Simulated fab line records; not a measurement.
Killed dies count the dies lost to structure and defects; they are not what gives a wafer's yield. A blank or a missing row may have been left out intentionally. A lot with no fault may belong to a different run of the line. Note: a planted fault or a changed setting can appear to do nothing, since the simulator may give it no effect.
Code-filled problem report in 8D (eight disciplines) form / flow n5_finfet / the parts of the form that need people (team, actions taken, sign-off) are left out

== 1. PROBLEM STATEMENT ==
Mean of etch_rf_on_time_s at N5_BEOL_M4_ETCH_74: 3.30 s across 4 wafers in 2 lots; on wafers with no fault it is 5.19 s (standard deviation 0.058). Relative to the usual mean, that is a shift of -33 standard deviations.
The step: etches underlayer in N2/H2, target depth 6.5 nm, time 5.2 s.
The first sign was on wafer L792.4 at day 15 07:35, on rie_diel-04. The record holds 17 wafers of 6 lots with a number at this step. The rule behind "out" and "out of limits": a value lying over 4 standard deviations away from the usual mean. All remaining wafers that have a number are taken as sound.

== 2. WHAT IT IS AND WHAT IT IS NOT ==
question=which readings at this step | is=etch_rf_on_time_s | is not=bias_w, drypump_motor_current_A, rf_vpp_V, showerhead_plenum_p_Torr, throttle_valve_pct
question=which lots | is=L790, L792 | is not=L770, L774, L775, L783
question=which wafers of those lots | is=L790.4, L790.5, L792.4, L792.5 | is not=L790.3
question=read on which tools | is=rie_diel-04 | is not=rie_diel-02, rie_diel-05
question=when | is=from day 15 07:35 | is not=up to then (12 sound wafers); but 1 sound wafer of L790 came after

== 3. THE SUSPECTS, EACH WITH WHAT RULES IT OUT ==
Counting: if a tool at a process step up to the reading ran every lot that is out, it stays a suspect. Sound lots after the first of them don't rule it out here, since some wafers of a struck lot are sound.
- rie_diel-04 at N5_BEOL_M4_DESCUM_16 (chemistry O2, time 7 s): kept. Ran every lot that is out, first one L792 (day 15 07:34); last sound lot up to then L770 (day 8 15:14).
- rie_diel-04 at N5_BEOL_M4_ETCH_74 (etches underlayer in N2/H2, target depth 6.5 nm, time 5.2 s): kept. Ran every lot that is out, first one L792 (day 15 07:35); last sound lot up to then L770 (day 8 15:16). Its own etch_rf_on_time_s readings are out on those wafers.
Remaining after the count are rie_diel-04 at N5_BEOL_M4_DESCUM_16 and rie_diel-04 at N5_BEOL_M4_ETCH_74.

== 4. THE CAUSE (what the simulator had put in) ==
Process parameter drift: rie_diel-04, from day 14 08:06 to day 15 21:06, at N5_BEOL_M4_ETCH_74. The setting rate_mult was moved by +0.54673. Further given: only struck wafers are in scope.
2 suspects survive the count, and this tool is in that group.

== 5. SEQUENCE OF EFFECTS, ordered by route ==
Each row: a reading whose mean over the struck wafers that have a number lies more than 3 standard deviations from the usual. Scope: only readings with a usual standard deviation given in the record; hours: median across lots of the time from each lot's start at the first step in this table that gives one to its start at this step; sigmas: change in usual standard deviations.
hours=0; step=N5_BEOL_M4_ETCH_74; reading=etch_rf_on_time_s; usual=5.19 s; on struck wafers=3.30; change=-1.89; sigmas=-33
hours=0; step=N5_BEOL_M4_ETCH_74; reading=oes_product_au; usual=0.64 a.u.; on struck wafers=0.94; change=+0.30; sigmas=+4.2
The process steps in it:
- N5_BEOL_M4_ETCH_74: etches underlayer in N2/H2, target depth 6.5 nm, time 5.2 s.
At these later measuring or inspecting steps, every struck wafer for which the step has a row has a number for every such reading, and none has moved that far: N5_BEOL_M4_RC_MEAS_101.

== 6. WHAT WOULD HAVE CAUGHT IT SOONER ==
In this record the first reading out of limits was taken at day 15 07:35, 23 hours after the fault began at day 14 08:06.
